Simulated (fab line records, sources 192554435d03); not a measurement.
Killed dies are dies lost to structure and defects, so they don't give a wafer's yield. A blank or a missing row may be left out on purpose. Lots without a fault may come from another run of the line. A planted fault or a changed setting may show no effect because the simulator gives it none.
Chamber matching | flow n5_finfet | N5_BEOL_M13_ETCH_68 on rie_diel-04: 4 sister chambers
The step etches SOC in N2/H2, time 355 s. 8 wafers are shown with their chamber, then 7 later ones without.

WAFERS WITH THEIR CHAMBER
wafer  | chamber | showerhead_plenum_p_Torr (Torr) | throttle_valve_pct (%)
L076.5 | 2       | 2.69                            | 17.31
L074.2 | 1       | 2.69                            | 17.78
L075.4 | 0       | 2.51                            | 17.57
L077.1 | 1       | 2.68                            | 17.80
L077.2 | 0       | 2.51                            | 17.58
L077.3 | 3       | 2.69                            | 17.45
L083.1 | 2       | 2.69                            | 17.31
L083.2 | 3       | 2.68                            | 17.48

WAFERS WITHOUT THEIR CHAMBER
wafer  | showerhead_plenum_p_Torr (Torr) | throttle_valve_pct (%)
L083.6 | 2.68                            | 17.82
L087.3 | 2.67                            | 17.84
L087.4 | 2.68                            | 17.35
L087.5 | 2.68                            | 17.34
L094.1 | 2.50                            | 17.63
L094.2 | 2.67                            | 17.51
L094.4 | 2.68                            | 17.36

WHICH CHAMBER EACH WENT THROUGH
wafer  | from the rows above | in truth
L083.6 | 1                   | 1
L087.3 | 1                   | 1
L087.4 | 2                   | 2
L087.5 | 2                   | 2
L094.1 | 0                   | 0
L094.2 | 3                   | 3
L094.4 | 2                   | 2
Placed correctly: 7 of 7. Can't be placed from these rows: 0. Placed wrongly: 0.
How it was worked out, from the rows above alone: a wafer's distance from a chamber is the root of the sum, over the readings, of the square of ((its reading less the chamber's mean) divided by the reading's scatter). The wafer belongs to the nearest chamber; if the next one is less than 2 further off, it can't be placed. A chamber's mean is the mean of its shown wafers. The scatter: the root of (the sum of the squares of (reading less its chamber's mean) over the shown wafers, divided by (wafers less chambers)).
